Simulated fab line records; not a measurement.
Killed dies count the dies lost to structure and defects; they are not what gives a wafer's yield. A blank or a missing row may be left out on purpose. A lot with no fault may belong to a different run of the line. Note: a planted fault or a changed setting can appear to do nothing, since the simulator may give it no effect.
fab line records | flow n5-finfet
record: lots: 7 wafers: 19 last-day: 18
route steps=1938 shown MOL_CONTACT_COAG@630 BEOL_M0_SAQP@632 BEOL_M4@1111 PASSIVATION@1936
lots untouched by any fault: they come from a run of this same line in which no faults occurred
start-h: start of the lot's first displayed wafer, in hours after the record's first day | wait-h: time in hours since the lot's previous step | " as in the row above | L1.1+2: a single row standing in for several wafers | - no value, or no start was given | * or withheld: withheld | < > ~ a bound
route shown NAME@n: a module of which the file shows steps, and the number in the route of the first | usual: mean/standard deviation taken from wafers without a fault | same: alike in all rows | chamber/n: place in a boat | sites: the reading at each site | _std_site: standard deviation of those values | _edge_site: the outer-site mean with the inner-site mean subtracted | radius-mm: how far each site lies from the wafer's centre | mask NAME#n: copy n | behind: the last tool/chamber to shape the wafer | hold: what put the lot on hold/how long, in hours/how the hold closed | device: the transistor (n, p or np) that didn't switch | end of line: the route-end tests of the same wafers | a step without rows: its recipe alone | killed: not the wafer's yield, but the dies lost to structure and defects at the first sort | map: the dies of a wafer, with x for killed, . for not killed, _ for no die there
set.NAME: the setting as run; set.NAME@STEP: as run at that earlier step | model.NAME: the simulator's own value behind a step, which no gauge read
lots at selected steps of the route; one table per step, one row per wafer
services: the hour from which a tool's chamber was out of use, counted from the record's first day as start-h (under 0 if before that day), plus the number of hours and why
== steps ==
step: N5_MOL_CONTACT_COAG_INSPECT_97
recipe: inspect-instrument: darkfield mode: post-anneal
usual: raw-defect-count: 50/20
columns lot.wafer tool chamber start-h wait-h raw-defect-count
L961.3 defect-inspect-02 - 143.17 0.1 55
L961.4 " - " " 62
L961.6 " - " " 45
L965.1 defect-inspect-02 - 160.93 0.0 89
L965.2 " - " " 46
L965.5 " - " " 89
L966.3 defect-inspect-02 - 169.70 0.1 47
L966.4 " - " " 74
L967.3 defect-inspect-02 - 176.71 0.1 69
L967.5 " - " " 55
L976.2 defect-inspect-01 - 235.39 0.0 42
L976.3 " - " " 135
L976.4 " - " " 53
L977.3 defect-inspect-02 - 238.41 0.1 53
L977.5 " - " " 39
L977.6 " - " " 37
L978.1 defect-inspect-01 - 244.50 0.0 32
L978.2 " - " " 57
L978.5 " - " " 43
step: N5_BEOL_M0_SAQP_PECVD_00
recipe: material: SiCN target-thk-a: 80 temp-c: withheld precursor: 3MS/NH3 pressure-torr: 3 rf-w: 202 time-s: 14
usual: showerhead-plenum-p-Torr: 3.662/0.016 throttle-valve-pct: 8.9/0.5
columns lot.wafer tool chamber start-h wait-h showerhead-plenum-p-Torr since-wet-clean-h throttle-valve-pct
L961.3 pecvd-02 2 143.47 0.1 3.653 275 8.7
L961.4 " 2 " " 3.656 - 8.9
L961.6 " 0 " " 3.687 - 9.2
L965.1 pecvd-02 2 161.27 0.2 3.662 292 8.9
L965.2 " 0 " " 3.694 1046 9.1
L965.5 " 0 " " 3.700 - 9.1
L966.3 pecvd-04 2 170.02 0.1 3.643 - 8.1
L966.4 " 2 " " 3.640 - 8.2
L967.3 pecvd-04 1 177.01 0.1 3.655 - 8.9
L967.5 " 1 " " 3.652 - 8.6
L976.2 pecvd-04 2 235.70 0.2 3.649 186 8.0
L976.3 " 1 " " 3.657 1665 8.7
L976.4 " 2 " " 3.640 - 8.2
L977.3 pecvd-02 2 238.70 0.1 3.661 370 9.0
L977.5 " 2 " " 3.657 - 8.7
L977.6 " 1 " " 3.663 - 9.6
L978.1 pecvd-02 0 244.83 0.2 3.686 1130 9.1
L978.2 " 1 " " 3.663 1855 9.4
L978.5 " 0 " " 3.695 - 8.8
step: N5_BEOL_M0_SAQP_ILD_DEP_01
recipe: material: SiOC target-thk-a: 454.19 temp-c: 350 precursor: DEMS/O2 pressure-torr: 5 rf-w: 500 time-s: 8.7
usual: heater-power-w: 520/58 showerhead-plenum-p-Torr: 5.691/0.018 throttle-valve-pct: 11.7/0.62
columns lot.wafer tool chamber start-h wait-h heater-power-w showerhead-plenum-p-Torr since-wet-clean-h throttle-valve-pct
L961.3 pecvd-02 2 143.49 0.0 625 5.685 275 11.4
L961.4 " 2 " " 631 5.670 - 11.3
L961.6 " 0 " " 513 5.722 - 12.2
L965.1 pecvd-02 2 161.29 0.0 545 5.691 292 11.4
L965.2 " 0 " " 526 5.711 1046 12.0
L965.5 " 0 " " 514 5.712 - 12.0
L966.3 pecvd-04 2 170.10 0.1 430 5.673 - 10.7
L966.4 " 2 " " 420 5.668 - 10.8
L967.3 pecvd-04 1 177.05 0.0 435 5.677 - 11.7
L967.5 " 1 " " 432 5.683 - 11.5
L976.2 pecvd-04 2 235.73 0.0 527 5.669 186 11.3
L976.3 " 1 " " 505 5.682 1665 11.7
L976.4 " 2 " " 517 5.679 - 11.0
L977.3 pecvd-02 2 238.73 0.0 619 5.696 370 11.8
L977.5 " 2 " " 630 5.703 - 11.4
L977.6 " 1 " " 549 5.681 - 12.5
L978.1 pecvd-02 0 244.86 0.0 531 5.714 1130 12.0
L978.2 " 1 " " 587 5.691 1855 12.5
L978.5 " 0 " " 521 5.715 - 12.0
step: N5_BEOL_M0_SAQP_HM_DEP_02
recipe: material: TiN target-thk-a: 120 temp-c: 25 chamber-pressure-pa: 0.49996
usual: throttle-valve-pct: 30.0/0.83
columns lot.wafer tool chamber start-h wait-h throttle-valve-pct
L961.3 pvd-sputter-03 - 146.19 2.7 31.8
L961.4 " - " " 29.2
L961.6 " - " " 30.0
L965.1 pvd-sputter-02 - 162.99 1.7 29.6
L965.2 " - " " 30.5
L965.5 " - " " 29.9
L966.3 pvd-sputter-02 - 172.42 2.3 29.8
L966.4 " - " " 30.1
L967.3 pvd-sputter-03 - 180.72 3.6 31.8
L967.5 " - " " 29.1
L976.2 pvd-sputter-01 - 237.64 1.9 30.6
L976.3 " - " " 28.5
L976.4 " - " " 29.9
L977.3 pvd-sputter-02 - 240.12 1.4 29.7
L977.5 " - " " 29.9
L977.6 " - " " 30.1
L978.1 pvd-sputter-02 - 246.25 1.4 30.0
L978.2 " - " " 29.7
L978.5 " - " " 30.0
step: N5_BEOL_M0_SAQP_PECVD_03
recipe: material: SiCN target-thk-a: 120 temp-c: withheld precursor: 3MS/NH3 pressure-torr: 3 rf-w: 202 time-s: 21.1
usual: showerhead-plenum-p-Torr: 3.661/0.015 throttle-valve-pct: 9.1/0.49
columns lot.wafer tool chamber start-h wait-h showerhead-plenum-p-Torr since-wet-clean-h throttle-valve-pct
L961.3 pecvd-02 1 146.31 0.1 3.663 1756 9.3
L961.4 " 1 " " 3.667 - 9.3
L961.6 " 2 " " 3.656 - 8.8
L965.1 pecvd-01 2 163.11 0.1 3.667 475 9.4
L965.2 " 1 " " 3.654 1954 9.8
L965.5 " 1 " " 3.652 - 9.7
L966.3 pecvd-02 0 172.55 0.1 3.690 1058 9.1
L966.4 " 0 " " 3.697 - 9.1
L967.3 pecvd-02 0 180.85 0.1 3.686 1066 8.8
L967.5 " 0 " " 3.692 - 9.2
L976.2 pecvd-01 1 237.76 0.1 3.647 2029 9.6
L976.3 " 2 " " 3.667 550 9.5
L976.4 " 0 " " 3.642 - 9.5
L977.3 pecvd-04 0 240.24 0.1 3.676 944 8.4
L977.5 " 1 " " 3.656 - 8.6
L977.6 " 0 " " 3.670 - 8.7
L978.1 pecvd-04 2 246.37 0.1 3.641 196 8.1
L978.2 " 1 " " 3.645 1675 8.9
L978.5 " 2 " " 3.642 - 8.2
step: N5_BEOL_M0_SAQP_PECVD_96
recipe: material: a-Si target-thk-a: 450 temp-c: 350 precursor: SiH4/He pressure-torr: 3 rf-w: 100 time-s: 45.2
step: N5_BEOL_M0_SAQP_PECVD_97
recipe: material: SiNx target-thk-a: 230 temp-c: 350 precursor: SiH4/NH3/N2 pressure-torr: 1.5 rf-w: 300 time-s: 19.9
usual: heater-power-w: 582/66 showerhead-plenum-p-Torr: 5.12/0.072 throttle-valve-pct: 39.9/2.1
columns lot.wafer tool chamber start-h wait-h heater-power-w showerhead-plenum-p-Torr since-wet-clean-h throttle-valve-pct
L961.3 pecvd-02 1 146.39 0.0 581 5.12 1757 41.7
L961.4 " 1 " " 585 5.11 - 41.6
L961.6 " 2 " " 680 5.12 - 38.7
L965.1 pecvd-01 2 163.19 0.0 462 5.16 476 40.6
L965.2 " 1 " " 509 5.10 1955 42.8
L965.5 " 1 " " 513 5.10 - 42.9
L966.3 pecvd-02 0 172.62 0.0 596 5.28 1058 40.0
L966.4 " 0 " " 587 5.27 - 40.0
L967.3 pecvd-02 0 180.93 0.0 579 5.26 1066 40.1
L967.5 " 0 " " 581 5.27 - 39.8
L976.2 pecvd-01 1 237.84 0.0 546 5.10 2029 42.7
L976.3 " 2 " " 478 5.16 550 41.0
L976.4 " 0 " " 593 5.05 - 42.3
L977.3 pecvd-04 0 240.32 0.0 719 5.17 944 37.7
L977.5 " 1 " " 498 5.06 - 38.5
L977.6 " 0 " " 725 5.16 - 38.0
L978.1 pecvd-04 2 246.45 0.0 569 5.02 196 36.1
L978.2 " 1 " " 524 5.06 1675 38.2
L978.5 " 2 " " 581 5.02 - 36.3
step: N5_BEOL_M0_SAQP_PECVD_04
recipe: material: a-Si target-thk-a: 600 temp-c: 350 precursor: SiH4/He pressure-torr: 3 rf-w: 100 time-s: 60.2
step: N5_BEOL_M0_SAQP_THK_MEAS_05
usual: thk-nm: 60.1/0.88
columns lot.wafer tool chamber start-h wait-h thk-nm
L961.3 film-metro-02 - 146.53 0.1 59.4
L961.4 " - " " 60.9
L961.6 " - " " 60.2
L965.1 film-metro-02 - 163.32 0.1 60.0
L965.2 " - " " 60.1
L965.5 " - " " 60.1
L966.3 film-metro-02 - 172.76 0.1 60.2
L966.4 " - " " 60.9
L967.3 film-metro-01 - 181.06 0.1 60.1
L967.5 " - " " 61.4
L976.2 film-metro-01 - 237.97 0.1 58.5
L976.3 " - " " 60.3
L976.4 " - " " 59.9
L977.3 film-metro-02 - 240.45 0.1 60.6
L977.5 " - " " 61.0
L977.6 " - " " 62.1
L978.1 film-metro-02 - 246.58 0.1 60.7
L978.2 " - " " 59.3
L978.5 " - " " 61.2
step: N5_BEOL_M0_SAQP_HM_DEP_111
recipe: material: SiO2 target-thk-a: 120 temp-c: 400 precursor: SiH4/N2O pressure-torr: 0.75 rf-w: 275 time-s: 7.2
step: N5_BEOL_M0_SAQP_COAT_81
recipe: resist: SOC temp-c: 250 time-s: 60 spin-rpm: 1500 resist-thk-nm: 100
step: N5_BEOL_M0_SAQP_COAT_82
recipe: resist: SiARC temp-c: 220 time-s: 60 spin-rpm: 1500 resist-thk-nm: 30
usual: run-length-s: 66.08/0.15
columns lot.wafer tool chamber start-h wait-h run-length-s
L961.3 litho-track-02 0 146.64 - 65.86
L961.4 " 0 " " 65.89
L961.6 " 0 " " 66.08
L965.1 litho-track-02 0 163.44 - 65.99
L965.2 " 0 " " 65.92
L965.5 " 0 " " 81.43
L966.3 litho-track-02 0 172.97 - 81.60
L966.4 " 0 " " 65.88
L967.3 litho-track-02 0 181.20 - 81.48
L967.5 " 0 " " 81.57
L976.2 litho-track-03 0 238.09 - 65.98
L976.3 " 0 " " 66.07
L976.4 " 0 " " 66.14
L977.3 litho-track-03 0 240.57 - 65.94
L977.5 " 0 " " 66.05
L977.6 " 0 " " 66.19
L978.1 litho-track-04 0 246.70 - 66.22
L978.2 " 0 " " 66.39
L978.5 " 0 " " 66.36
step: N5_BEOL_M0_SAQP_COAT_08
recipe: resist: CAR-ArF spin-rpm: 1500 resist-thk-nm: 90
step: N5_BEOL_M4_RC_MEAS_101
usual: DIBL_N: 37.0/2.3 DIBL_P: 37.3/2.8 IOFF_N: 0.17/0.046 IOFF_P: 0.23/0.054 ION_N: 675/14 ION_P: 460/9.3 SS_N: 71.7/0.73 SS_P: 73.6/0.95 VT_N: 249/3.9 VT_P: -250/3.9
columns lot.wafer tool chamber start-h wait-h DIBL_N[mV/V] DIBL_P[mV/V] IOFF_N[nA/um] IOFF_P[nA/um] ION_N[uA/um] ION_P[uA/um] SS_N[mV/dec] SS_P[mV/dec] VT_N[mV] VT_P[mV]
L961.3 prober-02 0 200.49 0.3 36.3 37.5 0.15 0.20 673 459 72.3 72.8 251 -253
L961.4 " 0 " " 35.3 36.8 0.14 0.20 679 465 71.1 73.3 251 -253
L961.6 " 0 " " 35.1 36.4 0.14 0.18 672 454 71.8 73.1 252 -255
L965.1 prober-01 0 225.37 0.0 36.8 35.2 0.16 0.23 679 471 71.8 72.9 251 -246
L965.2 " 0 " " 35.5 35.9 0.14 0.24 668 469 70.9 74.1 252 -250
L965.5 " 0 " " 35.5 33.5 0.13 0.19 665 466 71.2 73.2 253 -250
L966.3 prober-01 0 235.72 0.3 39.7 38.7 0.21 0.24 677 461 72.4 73.9 246 -251
L966.4 " 0 " " 36.2 34.4 0.14 0.17 664 452 71.6 72.6 253 -254
L967.3 prober-02 0 248.51 0.3 36.3 37.7 0.16 0.24 667 464 71.0 73.4 248 -247
L967.5 " 0 " " 38.9 40.7 0.24 0.32 700 478 71.8 74.5 243 -243
L976.2 prober-01 0 308.62 0.2 39.6 37.7 0.20 0.23 664 454 72.1 73.7 244 -255
L976.3 " 0 " " 37.4 36.2 0.14 0.21 645 443 72.1 73.6 253 -253
L976.4 " 0 " " 37.9 36.0 0.15 0.19 664 451 71.7 73.2 255 -253
L978.1 prober-01 0 317.82 0.0 38.0 41.1 0.18 0.23 674 454 72.3 74.7 250 -254
L978.2 " 0 " " 38.0 40.4 0.19 0.21 681 459 72.0 73.8 250 -251
L978.5 " 0 " " 37.7 39.3 0.19 0.20 666 449 72.0 74.9 249 -256
L977.3 prober-02 0 320.02 0.3 34.7 34.0 0.13 0.18 655 449 71.6 73.3 252 -252
L977.5 " 0 " " 42.4 44.0 0.32 0.37 699 473 74.0 75.3 242 -244
L977.6 " 0 " " 37.3 38.3 0.20 0.25 673 458 72.0 74.7 248 -248
step: N5_PASSIVATION_PROBE_49
usual: defect-limited-yield: 91.5/1.3 killed_at_M0_to_M3: 36/10 killed_at_M4_up: 13/4.7 killed-at-contacts: 13/6.7 killed-at-front-end: 37/9.7 killed-at-other: 2.6/2.3 killed-dies: 101/15 killed-open: 67/12 killed-short: 32/6.7 sort_bin_4_leakage: 0.0/0.31 sort_bin_5_function: 5.0/0.89 sort_bin_6_memory: 3.2/0.63 sort-n-pass: 1079/16 sort-yield-pct: 91.4/1.4
same: gross-dies: 1180 killed-at-back-side: 0 sort_bin_8_speed[%]: 0
columns lot.wafer tool chamber start-h wait-h defect-limited-yield[%] killed_at_M0_to_M3 killed_at_M4_up killed-at-contacts killed-at-front-end killed-at-other killed-dies killed-open killed-short sort_bin_4_leakage[%] sort_bin_5_function[%] sort_bin_6_memory[%] sort-n-pass sort-yield-pct[%]
L961.3 prober-02 - 309.52 0.1 91.4 35 10 16 37 3 101 71 29 0 5.5 2.9 1079 91.4
L961.4 prober-02 - 309.57 0.2 90.6 26 16 14 52 3 111 64 45 0 6.1 2.8 1069 90.6
L961.6 prober-02 - 309.67 0.3 92.0 37 12 14 29 2 94 58 34 0 4.6 3.1 1086 92.0
L966.3 prober-02 - 349.49 0.1 89.8 47 16 17 34 6 120 78 34 0 6.1 3.3 1060 89.8
L976.2 prober-02 - 415.86 0.1 92.5 26 10 9 40 3 88 54 29 0 4.7 2.5 1092 92.5
L976.3 prober-02 - 415.91 0.1 90.2 29 9 25 50 3 116 63 43 0 4.9 3.8 1064 90.2
L976.4 prober-02 - 415.96 0.2 89.1 34 21 20 52 2 129 88 39 0 6.4 4.2 1051 89.1
killed by level:class
L961.3 MOL_CONTACT_COAG:geometric-particle:open=11 FIN_SAQP:geometric-particle:open=8 BEOL_M1:geometric-particle:open=8 BEOL_M3:geometric-particle:open=8 STARTING-WAFER:geometric-particle:open=7 DUMMY_GATE:geometric-particle:open=6 MOL_CONTACT_COAG:geometric-particle:short=5 FIN_SAQP:geometric-particle:short=4
L961.4 MOL_CONTACT_COAG:geometric-particle:open=12 FIN_SAQP:geometric-particle:short=11 BEOL_M4:geometric-particle:open=8 FIN_SAQP:geometric-particle:open=7 STI_FIN_REVEAL:geometric-particle:open=7 DUMMY_GATE:geometric-particle:open=7 BEOL_M3:geometric-particle:open=7 ILD0:geometric-particle:short=5
L961.6 BEOL_M1:geometric-particle:open=13 MOL_CONTACT_COAG:geometric-particle:open=11 BEOL_M0_SAQP:geometric-particle:short=8 BEOL_M0_SAQP:geometric-particle:open=7 BEOL_M3:geometric-particle:open=5 FIN_SAQP:geometric-particle:open=4 FIN_SAQP:geometric-particle:short=4 GATE_CUT:geometric-particle:short=4
L966.3 MOL_CONTACT_COAG:geometric-particle:open=15 BEOL_M2:geometric-particle:open=14 BEOL_M4:geometric-particle:open=11 BEOL_M1:geometric-particle:open=9 BEOL_M0_SAQP:geometric-particle:short=8 BEOL_M0_SAQP:geometric-particle:open=7 HKMG_FIN:area-etch=7 GATE_CUT:geometric-particle:short=5
L976.2 FIN_SAQP:geometric-particle:open=8 MOL_CONTACT_COAG:geometric-particle:open=7 BEOL_M1:geometric-particle:open=6 STI_FIN_REVEAL:geometric-particle:open=5 GATE_CUT:geometric-particle:short=5 FIN_SAQP:geometric-particle:short=4 BEOL_M3:geometric-particle:open=4 BEOL_M4:geometric-particle:open=4
L976.3 MOL_CONTACT_COAG:geometric-particle:open=20 STI_FIN_REVEAL:geometric-particle:open=12 HKMG_FIN:area-etch=9 BEOL_M2:geometric-particle:open=8 FIN_SAQP:geometric-particle:short=6 BEOL_M1:geometric-particle:short=6 GATE_CUT:geometric-particle:short=5 MOL_CONTACT_COAG:geometric-particle:short=5
L976.4 STI_FIN_REVEAL:geometric-particle:open=20 MOL_CONTACT_COAG:geometric-particle:open=15 FIN_SAQP:geometric-particle:short=11 BEOL_M2:geometric-particle:open=8 FIN_SAQP:geometric-particle:open=5 MOL_CONTACT_COAG:geometric-particle:short=5 BEOL_M0_SAQP:geometric-particle:short=5 BEOL_M1:geometric-particle:open=5
== services ==
columns tool chamber start-h hours kind
litho-track-02 - 135.69 - consumable-replace:filter
pvd-sputter-03 - 155.67 1.6 repair
pecvd-04 1 166.93 6.9 repair
pecvd-01 - 167.43 0.9 repair
pecvd-02 1 168.31 - calibration
pecvd-04 0 168.48 16.4 repair
pecvd-01 2 172.20 22.9 repair
pvd-sputter-01 - 176.49 2.6 repair
pecvd-04 2 195.91 3.0 repair
pecvd-02 1 200.13 5.5 scheduled-down
pecvd-04 - 201.22 6.0 pm
pecvd-01 2 205.07 5.5 scheduled-down
pecvd-04 - 207.59 1.6 repair
pvd-sputter-01 - 234.69 2.1 repair
== key ==
first-sign: step: N5_BEOL_M0_SAQP_COAT_82 reading: run-length-s direction: up sigmas: 99+ usual: * struck: *
effect none on later readings
met-at N5_BEOL_M0_SAQP_COAT_82
struck-wafers L965.5,L966.3,L967.3,L967.5
onset-between 146.64 163.44
fault: kind: process-parameter-drift tool: litho-track-02 chamber: - onset-h: 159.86 steps: N5_BEOL_M0_SAQP_COAT_82 channel: time-s offset: * shape: step end-h: 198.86 scope: struck-wafers-only acts-in: * stated: *
